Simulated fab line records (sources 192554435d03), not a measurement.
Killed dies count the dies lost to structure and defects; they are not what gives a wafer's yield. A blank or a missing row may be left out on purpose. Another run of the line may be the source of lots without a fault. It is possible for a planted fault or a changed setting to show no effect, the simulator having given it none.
The tool behind it: which one? :: flow n5_finfet :: 10 lots with 29 wafers sampled at 4 steps, on a route of 1938 steps

== WHAT THE GAUGES SHOWED, per wafer ==
N5_FIN_SAQP_THK_MEAS_05. Usual: thk_nm at 38.1 nm, with a standard deviation of 0.49.
lot: L151
measured: day 2 09:02
on: film_metro-01
thk_nm (nm): 37.4 38.3 37.9
flag: 

lot: L153
measured: day 2 20:49
on: film_metro-01
thk_nm (nm): 37.5 38.0 38.3
flag: 

lot: L154
measured: day 3 02:56
on: film_metro-02
thk_nm (nm): 37.6 38.5 38.6
flag: 

lot: L155
measured: day 3 09:01
on: film_metro-02
thk_nm (nm): 37.5 37.6 38.3
flag: 

lot: L156
measured: day 3 15:43
on: film_metro-02
thk_nm (nm): 37.8 38.4 38.4
flag: 

lot: L163
measured: day 5 08:53
on: film_metro-02
thk_nm (nm): 36.6 38.8
flag: 

lot: L167
measured: day 6 09:08
on: film_metro-02
thk_nm (nm): 38.1 38.8 38.6
flag: 

lot: L168
measured: day 6 15:08
on: film_metro-01
thk_nm (nm): 38.5 38.7 39.0
flag: 

lot: L169
measured: day 6 21:13
on: film_metro-01
thk_nm (nm): 37.8 38.0 38.1
flag: 

lot: L171
measured: day 7 09:16
on: film_metro-01
thk_nm (nm): 39.1 38.9 39.1
flag: 

== WHICH TOOL RAN EACH LOT (tool, then ch and the chambers of the sampled wafers, then the start) ==
lot: L151
N5_PMOS_HMC_CHANNEL_EPI_ETCH_32: rie_diel-02 ch 1,2, day 2 05:32
N5_PMOS_HMC_CHANNEL_EPI_FIN_RECESS_16: rie_si-06 ch 0,1,3, day 2 05:58
N5_FIN_SAQP_HM_DEP_03: pecvd-01 ch 0,1, day 2 08:57

lot: L153
N5_PMOS_HMC_CHANNEL_EPI_ETCH_32: rie_diel-04 ch 1,2,3, day 2 17:23
N5_PMOS_HMC_CHANNEL_EPI_FIN_RECESS_16: rie_si-06 ch 0,1,2, day 2 17:48
N5_FIN_SAQP_HM_DEP_03: pecvd-04 ch 0,1,2, day 2 20:43

lot: L154
N5_PMOS_HMC_CHANNEL_EPI_ETCH_32: rie_diel-02 ch 0,1,3, day 2 23:37
N5_PMOS_HMC_CHANNEL_EPI_FIN_RECESS_16: rie_si-06 ch 0,1,3, day 3 00:02
N5_FIN_SAQP_HM_DEP_03: pecvd-02 ch 0,1,2, day 3 02:51

lot: L155
N5_PMOS_HMC_CHANNEL_EPI_ETCH_32: rie_diel-04 ch 0,1,2, day 3 05:28
N5_PMOS_HMC_CHANNEL_EPI_FIN_RECESS_16: rie_si-02 ch 0,1,3, day 3 05:53
N5_FIN_SAQP_HM_DEP_03: pecvd-01 ch 0,2, day 3 08:55

lot: L156
N5_PMOS_HMC_CHANNEL_EPI_ETCH_32: rie_diel-04 ch 0,1,2, day 3 11:28
N5_PMOS_HMC_CHANNEL_EPI_FIN_RECESS_16: rie_si-05 ch 1,2,3, day 3 12:08
N5_FIN_SAQP_HM_DEP_03: pecvd-01 ch 0,1,2, day 3 15:40

lot: L163
N5_PMOS_HMC_CHANNEL_EPI_ETCH_32: rie_diel-06 ch 1,2, day 5 05:24
N5_PMOS_HMC_CHANNEL_EPI_FIN_RECESS_16: rie_si-02 ch 1, day 5 05:49
N5_FIN_SAQP_HM_DEP_03: pecvd-01 ch 2, day 5 08:48

lot: L167
N5_PMOS_HMC_CHANNEL_EPI_ETCH_32: rie_diel-04 ch 0,2,3, day 6 05:47
N5_PMOS_HMC_CHANNEL_EPI_FIN_RECESS_16: rie_si-06 ch 0,1, day 6 06:12
N5_FIN_SAQP_HM_DEP_03: pecvd-02 ch 0,1, day 6 09:02

lot: L168
N5_PMOS_HMC_CHANNEL_EPI_ETCH_32: rie_diel-06 ch 0,1,2, day 6 11:33
N5_PMOS_HMC_CHANNEL_EPI_FIN_RECESS_16: rie_si-06 ch 0,3, day 6 11:59
N5_FIN_SAQP_HM_DEP_03: pecvd-02 ch 1,2, day 6 15:03

lot: L169
N5_PMOS_HMC_CHANNEL_EPI_ETCH_32: rie_diel-04 ch 2,3, day 6 17:28
N5_PMOS_HMC_CHANNEL_EPI_FIN_RECESS_16: rie_si-06 ch 1,2,3, day 6 17:55
N5_FIN_SAQP_HM_DEP_03: pecvd-02 ch 1,2, day 6 21:08

lot: L171
N5_PMOS_HMC_CHANNEL_EPI_ETCH_32: rie_diel-06 ch 1,2, day 7 05:52
N5_PMOS_HMC_CHANNEL_EPI_FIN_RECESS_16: rie_si-06 ch 2,3, day 7 06:18
N5_FIN_SAQP_HM_DEP_03: pecvd-04 ch 0,1,2, day 7 09:12
- N5_PMOS_HMC_CHANNEL_EPI_ETCH_32: etches BARC in N2/H2, stops on SiO2, target depth 85.8 nm, time 50.3 s.
- N5_PMOS_HMC_CHANNEL_EPI_FIN_RECESS_16: chemistry HBr/Cl2, target Si, target depth 54 nm, time 18 s.
- N5_FIN_SAQP_HM_DEP_03: deposits SiNx from SiH4/NH3/N2, target thk 38 nm, time 33.6 s.

== AS READ BY THE TOOLS THEMSELVES (means over the sampled wafers that have a number; for cases with no such wafer, the mark the record gives instead) ==
N5_PMOS_HMC_CHANNEL_EPI_ETCH_32. Usual: drypump_motor_current_A 5.5 A, standard deviation 0.34; oes_product_au 0.66 a.u., standard deviation 0.075; rf_fwd_power_W 831 W, standard deviation 3.5; rf_vpp_V 523.2 V, standard deviation 2.3; showerhead_plenum_p_Torr 2.52 Torr, standard deviation 0.075; throttle_valve_pct 17.9 %, standard deviation 0.32.
lot: L151
tool: rie_diel-02
drypump_motor_current_A (A): 6.0
oes_product_au (a.u.): 0.66
rf_fwd_power_W (W): 831
rf_vpp_V (V): 525.3
showerhead_plenum_p_Torr (Torr): 2.59
throttle_valve_pct (%): 17.9
flag: 

lot: L153
tool: rie_diel-04
drypump_motor_current_A (A): 5.5
oes_product_au (a.u.): 0.70
rf_fwd_power_W (W): 831
rf_vpp_V (V): 522.8
showerhead_plenum_p_Torr (Torr): 2.49
throttle_valve_pct (%): 17.8
flag: 

lot: L154
tool: rie_diel-02
drypump_motor_current_A (A): 5.5
oes_product_au (a.u.): 0.66
rf_fwd_power_W (W): 834
rf_vpp_V (V): 523.9
showerhead_plenum_p_Torr (Torr): 2.55
throttle_valve_pct (%): 17.8
flag: 

lot: L155
tool: rie_diel-04
drypump_motor_current_A (A): 5.4
oes_product_au (a.u.): 0.62
rf_fwd_power_W (W): 833
rf_vpp_V (V): 522.6
showerhead_plenum_p_Torr (Torr): 2.49
throttle_valve_pct (%): 18.1
flag: 

lot: L156
tool: rie_diel-04
drypump_motor_current_A (A): 5.4
oes_product_au (a.u.): 0.62
rf_fwd_power_W (W): 835
rf_vpp_V (V): 522.7
showerhead_plenum_p_Torr (Torr): 2.49
throttle_valve_pct (%): 18.1
flag: 

lot: L163
tool: rie_diel-06
drypump_motor_current_A (A): 5.1
oes_product_au (a.u.): 0.64
rf_fwd_power_W (W): 832
rf_vpp_V (V): 524.5
showerhead_plenum_p_Torr (Torr): 2.54
throttle_valve_pct (%): 18.1
flag: 

lot: L167
tool: rie_diel-04
drypump_motor_current_A (A): 5.5
oes_product_au (a.u.): 0.65
rf_fwd_power_W (W): 834
rf_vpp_V (V): 522.1
showerhead_plenum_p_Torr (Torr): 2.47
throttle_valve_pct (%): 18.1
flag: 

lot: L168
tool: rie_diel-06
drypump_motor_current_A (A): 5.2
oes_product_au (a.u.): 0.64
rf_fwd_power_W (W): 831
rf_vpp_V (V): 523.8
showerhead_plenum_p_Torr (Torr): 2.53
throttle_valve_pct (%): 18.1
flag: 

lot: L169
tool: rie_diel-04
drypump_motor_current_A (A): 5.7
oes_product_au (a.u.): 0.65
rf_fwd_power_W (W): 834
rf_vpp_V (V): 520.5
showerhead_plenum_p_Torr (Torr): 2.43
throttle_valve_pct (%): 18.1
flag: 

lot: L171
tool: rie_diel-06
drypump_motor_current_A (A): 5.2
oes_product_au (a.u.): 0.61
rf_fwd_power_W (W): 830
rf_vpp_V (V): 522.3
showerhead_plenum_p_Torr (Torr): 2.49
throttle_valve_pct (%): 18.1
flag: 

N5_PMOS_HMC_CHANNEL_EPI_FIN_RECESS_16. Usual: drypump_motor_current_A 5.6 A, standard deviation 0.55; mfc_cl2_sccm 80.03 sccm, standard deviation 0.25; oes_product_au 1.002 a.u., standard deviation 0.016; rf_fwd_power_W 794 W, standard deviation 3.3; throttle_valve_pct 35.60 %, standard deviation 0.17.
lot: L151
tool: rie_si-06
drypump_motor_current_A (A): 5.9
mfc_cl2_sccm (sccm): 80.42
oes_product_au (a.u.): 1.012
rf_fwd_power_W (W): 793
throttle_valve_pct (%): 35.67
flag: 

lot: L153
tool: rie_si-06
drypump_motor_current_A (A): 6.1
mfc_cl2_sccm (sccm): 79.96
oes_product_au (a.u.): 1.006
rf_fwd_power_W (W): 797
throttle_valve_pct (%): 35.55
flag: 

lot: L154
tool: rie_si-06
drypump_motor_current_A (A): 5.9
mfc_cl2_sccm (sccm): 80.05
oes_product_au (a.u.): 1.011
rf_fwd_power_W (W): 796
throttle_valve_pct (%): 35.69
flag: 

lot: L155
tool: rie_si-02
drypump_motor_current_A (A): 5.5
mfc_cl2_sccm (sccm): 80.04
oes_product_au (a.u.): 1.000
rf_fwd_power_W (W): 797
throttle_valve_pct (%): 35.63
flag: 

lot: L156
tool: rie_si-05
drypump_motor_current_A (A): 5.8
mfc_cl2_sccm (sccm): 80.20
oes_product_au (a.u.): 1.007
rf_fwd_power_W (W): 795
throttle_valve_pct (%): 35.66
flag: 

lot: L163
tool: rie_si-02
drypump_motor_current_A (A): 5.7
mfc_cl2_sccm (sccm): 80.24
oes_product_au (a.u.): 0.989
rf_fwd_power_W (W): 790
throttle_valve_pct (%): 35.60
flag: 

lot: L167
tool: rie_si-06
drypump_motor_current_A (A): 6.4
mfc_cl2_sccm (sccm): 79.78
oes_product_au (a.u.): 1.015
rf_fwd_power_W (W): 793
throttle_valve_pct (%): 35.65
flag: 

lot: L168
tool: rie_si-06
drypump_motor_current_A (A): 5.3
mfc_cl2_sccm (sccm): 79.93
oes_product_au (a.u.): 0.996
rf_fwd_power_W (W): 798
throttle_valve_pct (%): 35.73
flag: 

lot: L169
tool: rie_si-06
drypump_motor_current_A (A): 5.7
mfc_cl2_sccm (sccm): 79.99
oes_product_au (a.u.): 0.991
rf_fwd_power_W (W): 793
throttle_valve_pct (%): 35.59
flag: 

lot: L171
tool: rie_si-06
drypump_motor_current_A (A): 5.2
mfc_cl2_sccm (sccm): 80.14
oes_product_au (a.u.): 0.984
rf_fwd_power_W (W): 798
throttle_valve_pct (%): 35.47
flag: 

N5_FIN_SAQP_HM_DEP_03. Usual: heater_power_w 780 W, standard deviation 88; rf_fwd_power_W 297.5 W, standard deviation 1.2; showerhead_plenum_p_Torr 5.136 Torr, standard deviation 0.029; throttle_valve_pct 40.5 %, standard deviation 1.8.
lot: L151
tool: pecvd-01
heater_power_w (W): 933
rf_fwd_power_W (W): 298.9
showerhead_plenum_p_Torr (Torr): 5.156
throttle_valve_pct (%): 42.6
flag: 

lot: L153
tool: pecvd-04
heater_power_w (W): 749
rf_fwd_power_W (W): 297.7
showerhead_plenum_p_Torr (Torr): 5.121
throttle_valve_pct (%): 39.7
flag: 

lot: L154
tool: pecvd-02
heater_power_w (W): 802
rf_fwd_power_W (W): 296.5
showerhead_plenum_p_Torr (Torr): 5.121
throttle_valve_pct (%): 40.0
flag: 

lot: L155
tool: pecvd-01
heater_power_w (W): 878
rf_fwd_power_W (W): 298.1
showerhead_plenum_p_Torr (Torr): 5.144
throttle_valve_pct (%): 40.6
flag: 

lot: L156
tool: pecvd-01
heater_power_w (W): 856
rf_fwd_power_W (W): 298.3
showerhead_plenum_p_Torr (Torr): 5.153
throttle_valve_pct (%): 41.5
flag: 

lot: L163
tool: pecvd-01
heater_power_w (W): 808
rf_fwd_power_W (W): 297.6
showerhead_plenum_p_Torr (Torr): 5.146
throttle_valve_pct (%): 39.5
flag: 

lot: L167
tool: pecvd-02
heater_power_w (W): 729
rf_fwd_power_W (W): 297.1
showerhead_plenum_p_Torr (Torr): 5.141
throttle_valve_pct (%): 41.6
flag: 

lot: L168
tool: pecvd-02
heater_power_w (W): 747
rf_fwd_power_W (W): 297.3
showerhead_plenum_p_Torr (Torr): 5.112
throttle_valve_pct (%): 40.1
flag: 

lot: L169
tool: pecvd-02
heater_power_w (W): 722
rf_fwd_power_W (W): 297.5
showerhead_plenum_p_Torr (Torr): 5.106
throttle_valve_pct (%): 40.0
flag: 

lot: L171
tool: pecvd-04
heater_power_w (W): 717
rf_fwd_power_W (W): 296.0
showerhead_plenum_p_Torr (Torr): 5.125
throttle_valve_pct (%): 39.7
flag: 

== THE ANSWER, worked out from the rows above alone ==
Rule: lot off if the mean of its wafers having a number is beyond 3 standard deviations from the usual mean. Also off: a lot with no number at a reading for which 4 or more lots have one. All remaining lots with rows at the step are treated as sound. First the gauges in route order, then the tools' own readings, where a lot's mean is used as printed above. The first step at which some lot is off is used, and at that step the reading that is off furthest; a lot without a number counts as furthest.
Nothing can be told from this: no lot is off at any reading shown.

== WHAT THE SIMULATOR HAD INSERTED ==
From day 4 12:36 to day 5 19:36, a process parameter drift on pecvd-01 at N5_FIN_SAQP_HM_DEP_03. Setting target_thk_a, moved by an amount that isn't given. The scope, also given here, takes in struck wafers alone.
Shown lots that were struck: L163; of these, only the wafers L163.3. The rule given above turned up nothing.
